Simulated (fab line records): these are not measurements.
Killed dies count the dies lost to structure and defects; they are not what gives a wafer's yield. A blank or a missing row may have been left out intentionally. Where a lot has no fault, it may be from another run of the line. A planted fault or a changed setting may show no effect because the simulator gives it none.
Which of the tools did it?    flow nand-harc    11 lots, 33 wafers sampled, at 6 steps of a route of 1159

## WHAT THE GAUGES SHOWED, per wafer
NHARC_A_M1_CD_MEAS_09: the cd target is 120 nm.
lot   measured      on         cd-nm (nm)
L984  day 18 08:37  cd-sem-01  119.5 119.5 119.0
L989  day 18 20:08  cd-sem-03  119.0 119.7 119.9
L990  day 19 03:35  cd-sem-01  119.2 119.2 120.2
L993  day 20 04:27  cd-sem-02  121.0 120.5 119.9
L992  day 20 10:16  cd-sem-03  119.8 119.8 119.3
L996  day 20 21:44  cd-sem-02  120.3 119.9 121.2
L100  day 21 23:54  cd-sem-03  114.0 114.4 114.6
L102  day 22 01:53  cd-sem-03  121.1 120.2 119.8
L101  day 22 02:32  cd-sem-02  119.8 120.8 119.7
L105  day 23 00:20  cd-sem-01  116.6 116.2 116.9
L104  day 23 07:28  cd-sem-01  116.4 116.4 116.2

NHARC_A_M1_INSPECT_11.
lot   measured      on                 raw-defect-count
L984  day 18 08:45  defect-inspect-01  5 12 2
L989  day 18 20:16  defect-inspect-02  14 11 13
L990  day 19 03:43  defect-inspect-01  19 15 21
L993  day 20 04:34  defect-inspect-02  38 36 52
L992  day 20 10:23  defect-inspect-01  39 35 57
L996  day 20 21:52  defect-inspect-02  27 32 38
L100  day 22 00:02  defect-inspect-01  28 39 35
L102  day 22 02:01  defect-inspect-01  21 19 22
L101  day 22 02:39  defect-inspect-02  24 48 43
L105  day 23 00:28  defect-inspect-01  35 34 44
L104  day 23 07:35  defect-inspect-02  45 40 47

NHARC_END_SORT_01.
lot   measured      on         defect-limited-yield (%)  killed-at-array  killed-at-other  killed-at-periphery  killed-dies  killed-open  killed-short  sort_bin_2_pct (%)  sort_bin_3_pct (%)  sort_bin_4_pct (%)  sort-n-pass  sort-rim-yield-pct (%)  sort-yield-pct (%)
L990  day 21 14:41  prober-02  96.5 96.8 95.3            22 16 23         2 3 2            0 3 7                24 22 32     5 5 5        2 2 2         0.7 0.7 1.6         0 0 0.44            2.8 2.5 2.7         653 655 645  98.1 99.1 95.3          96.5 96.8 95.3
L992  day 21 22:52  prober-02  92.6 94.4 92.0            40 35 46         0 0 0            10 3 8               50 38 54     1 1 1        3 1 1         2.1 1.8 2.7         0.15 0.30 0.15      5.2 3.5 5.2         627 639 623  96.2 95.3 97.2          92.6 94.4 92.0
L996  day 22 09:09  prober-02  95.6 95.1 94.7            25 33 35         1 0 0            4 0 1                30 33 36     6 3 3        3 2 2         1.0 1.9 1.8         0.30 0.15 0.59      3.1 2.8 3.0         647 644 641  98.1 99.1 91.5          95.6 95.1 94.7

## EACH LOT AND THE TOOL THAT RAN IT (in order: tool; ch and the chambers of the sampled wafers; start)
lot   NHARC_A_M0_DEGAS_28           NHARC_A_M1_EXPOSE_06                NHARC_A_M1_ETCH_35
L984  pvd-sputter-01, day 18 05:41  arfi-scanner-03 ch 0, day 18 08:29  rie-diel-04 ch 0,1,3, day 18 08:54
L989  pvd-sputter-01, day 18 16:56  arfi-scanner-03 ch 0, day 18 20:00  rie-diel-08 ch 1,3, day 18 20:25
L990  pvd-sputter-03, day 19 00:35  arfi-scanner-03 ch 0, day 19 03:28  rie-diel-04 ch 1,2,3, day 19 03:52
L993  pvd-sputter-03, day 20 01:30  arfi-scanner-01 ch 0, day 20 04:19  rie-diel-08 ch 0,1, day 20 04:43
L992  pvd-sputter-01, day 20 07:16  arfi-scanner-02 ch 0, day 20 10:07  rie-diel-07 ch 0,1,3, day 20 10:32
L996  pvd-sputter-01, day 20 17:47  arfi-scanner-02 ch 0, day 20 21:35  rie-diel-07 ch 0,2,3, day 20 22:01
L100  pvd-sputter-03, day 21 21:02  arfi-scanner-02 ch 0, day 21 23:46  rie-diel-08 ch 0,1, day 22 00:11
L102  pvd-sputter-01, day 21 22:56  arfi-scanner-03 ch 0, day 22 01:45  rie-diel-04 ch 1,2, day 22 02:11
L101  pvd-sputter-03, day 21 23:02  arfi-scanner-03 ch 0, day 22 02:24  rie-diel-04 ch 0,1,3, day 22 02:49
L105  pvd-sputter-02, day 22 21:20  arfi-scanner-02 ch 0, day 23 00:11  rie-diel-07 ch 0,1,2, day 23 00:36
L104  pvd-sputter-02, day 23 04:31  arfi-scanner-02 ch 0, day 23 07:19  rie-diel-04 ch 0,1,3, day 23 07:43
- NHARC_A_M0_DEGAS_28: time 60 s.
- NHARC_A_M1_EXPOSE_06: exposes mask A M1, target cd 120 nm.
- NHARC_A_M1_ETCH_35: etches the open film in N2/H2, target depth 40 nm, overetch 12 nm, time 43.94 s.

## WHAT THE TOOLS THEMSELVES READ (means of the sampled wafers that have a number; where no wafer has one, the mark that the record gives instead)
NHARC_A_M0_DEGAS_28.
lot   tool            heater-power-w (W)  susceptor-temp-C (C)
L984  pvd-sputter-01  305                 249.90
L989  pvd-sputter-01  322                 250.05
L990  pvd-sputter-03  317                 249.86
L993  pvd-sputter-03  308                 250.01
L992  pvd-sputter-01  331                 250.18
L996  pvd-sputter-01  340                 249.98
L100  pvd-sputter-03  311                 250.02
L102  pvd-sputter-01  325                 250.01
L101  pvd-sputter-03  311                 250.00
L105  pvd-sputter-02  367                 -
L104  pvd-sputter-02  339                 249.90

NHARC_A_M1_EXPOSE_06.
lot   tool             exposure-dose-mJ-cm2
L984  arfi-scanner-03  75.20
L989  arfi-scanner-03  75.06
L990  arfi-scanner-03  75.08
L993  arfi-scanner-01  75.22
L992  arfi-scanner-02  75.28
L996  arfi-scanner-02  75.04
L100  arfi-scanner-02  68.67
L102  arfi-scanner-03  75.10
L101  arfi-scanner-03  75.16
L105  arfi-scanner-02  69.81
L104  arfi-scanner-02  70.89

NHARC_A_M1_ETCH_35.
lot   tool         drypump-motor-current-A (A)  oes-product-au (a.u.)  rf-vpp-V (V)  showerhead-plenum-p-Torr (Torr)  throttle-valve-pct (%)
L984  rie-diel-04  5.9                          0.994                  430.7         2.05                             14.173
L989  rie-diel-08  6.1                          0.992                  431.6         2.09                             14.170
L990  rie-diel-04  5.5                          0.985                  433.0         2.11                             14.170
L993  rie-diel-08  5.7                          0.988                  432.2         2.14                             14.173
L992  rie-diel-07  5.6                          1.001                  431.7         2.09                             14.180
L996  rie-diel-07  5.8                          1.003                  431.5         2.06                             14.174
L100  rie-diel-08  5.6                          1.002                  434.3         2.16                             14.168
L102  rie-diel-04  5.4                          1.001                  432.9         2.10                             14.173
L101  rie-diel-04  5.9                          0.986                  430.5         2.05                             14.176
L105  rie-diel-07  5.4                          0.997                  432.6         2.11                             14.172
L104  rie-diel-04  5.9                          0.997                  430.8         2.05                             14.166

## THE ANSWER, worked out from the rows above alone
Rule: the usual values come from the lots themselves. Put in order of their means at a reading, lots are off if they are a third of the lots or fewer, leave a main group of 4 or more, and stand apart from it by a gap of 3 or more times the standard deviation of the main group's means; of several such gaps the widest counts. If all means in a main group match to the digits the tables above print for the reading, that group is not used. Also off: a lot with no number at a reading for which 4 or more lots have one. The other lots that the step has rows for count as sound. First the gauges in route order, then the tools' own readings, where a lot's mean is used as printed above. At the first step where some lot is off, the reading lying furthest off is the one used; lots without a number count as furthest.
Off: L100, L105, L104, at NHARC_A_M1_CD_MEAS_09 (cd-nm). Mean 119.9 nm and standard deviation 0.44 in the main group.
If a tool, at a process step before that reading, ran all the lots that are off and no sound lot after the first of them, it fits. The gauges at NHARC_A_M1_CD_MEAS_09 aren't tried: what is off there is off at NHARC_A_M1_EXPOSE_06 too, on other tools, and a gauge's error can't cause that. One fits: NHARC_A_M1_EXPOSE_06 on arfi-scanner-02. A fault onset in the window from L996 (day 20 21:35, its last sound lot) to L100 (day 21 23:46, its first lot off) fits.
On the lots that are off, the tool's own readings at NHARC_A_M1_EXPOSE_06 differ by more than 5 times the standard deviation of the sound lots' means, which bears it out; exposure-dose-mJ-cm2 reads 69.79 there versus 75.14 on the sound lots.

## WHAT THE SIMULATOR PUT IN
Process parameter drift: arfi-scanner-02, from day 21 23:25 on, at NHARC_A_M1_EXPOSE_06. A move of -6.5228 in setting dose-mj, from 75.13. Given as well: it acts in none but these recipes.
Shown lots that were struck: L100, L105, L104. The same result came from the rule above.
